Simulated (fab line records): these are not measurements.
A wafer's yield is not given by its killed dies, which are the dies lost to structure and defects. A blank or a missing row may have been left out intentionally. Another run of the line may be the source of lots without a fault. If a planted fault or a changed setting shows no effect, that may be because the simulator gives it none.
Chamber matching -- flow n5 finfet -- N5_FIN_SAQP_STRIP_55 on rie diel-04 has 4 sister chambers
The step strips in N2/H2. 18 wafers are shown with their chamber, then 9 later ones without.

WAFERS WITH THEIR CHAMBER
wafer,chamber,showerhead plenum p Torr (Torr),oes product au (a.u.),rf vpp V (V)
L074.2,1,3.35,0.72,118.5
L074.3,2,3.51,0.80,124.3
L074.4,0,3.39,0.82,121.4
L075.3,0,3.39,0.81,123.6
L075.4,2,3.50,0.79,124.4
L075.5,1,3.35,0.71,121.3
L077.1,1,3.35,0.71,123.4
L077.4,0,3.38,0.80,122.2
L077.6,1,3.35,0.70,121.0
L078.3,3,3.18,0.67,120.4
L078.5,1,3.35,0.71,121.9
L078.6,2,3.50,0.80,125.0
L082.4,0,3.38,0.79,122.8
L082.5,1,3.34,0.69,120.1
L082.6,2,3.50,0.76,120.6
L085.1,0,3.37,0.79,124.7
L085.3,1,3.34,0.70,120.0
L085.5,1,3.34,0.69,123.0

SIGNATURES (means of the wafers above)
reading,chamber 0,chamber 1,chamber 2,chamber 3,scatter within a chamber
showerhead plenum p Torr,3.3820,3.3462,3.5025,3.1800,0.00622
oes product au,0.8020,0.7037,0.7875,0.6700,0.0135
rf vpp V,122.940,121.150,123.575,120.400,1.63
Rule: a wafer lies at a distance from a chamber equal to the root of the sum of squares, over the readings, of (its reading less the chamber's mean, divided by the reading's scatter). If the next closest chamber is less than 2 further off than the closest, the wafer can't be placed; otherwise it belongs to the closest. How the scatter is found: for the shown wafers, subtract from each reading the mean of its chamber, square and add these, divide the total by (wafers less chambers), then take the root.

WAFERS WITHOUT THEIR CHAMBER
wafer,showerhead plenum p Torr (Torr),oes product au (a.u.),rf vpp V (V)
L087.1,3.58,0.96,123.0
L087.3,3.49,0.76,122.0
L087.4,3.34,0.69,121.6
L094.1,3.33,0.68,122.5
L094.2,3.37,0.77,122.2
L094.4,3.48,0.75,122.4
L096.3,3.56,0.91,125.7
L096.5,3.36,0.79,122.5
L096.6,3.56,0.93,122.9

THE CHAMBER EACH PASSED THROUGH
wafer,from the rows above,in truth
L087.1,2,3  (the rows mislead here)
L087.3,2,2
L087.4,1,1
L094.1,1,1
L094.2,0,0
L094.4,2,2
L096.3,2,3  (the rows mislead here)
L096.5,0,0
L096.6,2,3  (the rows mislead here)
Correct placement for 6 of the 9. Not placeable from these rows: 0. Placed wrongly: 3.
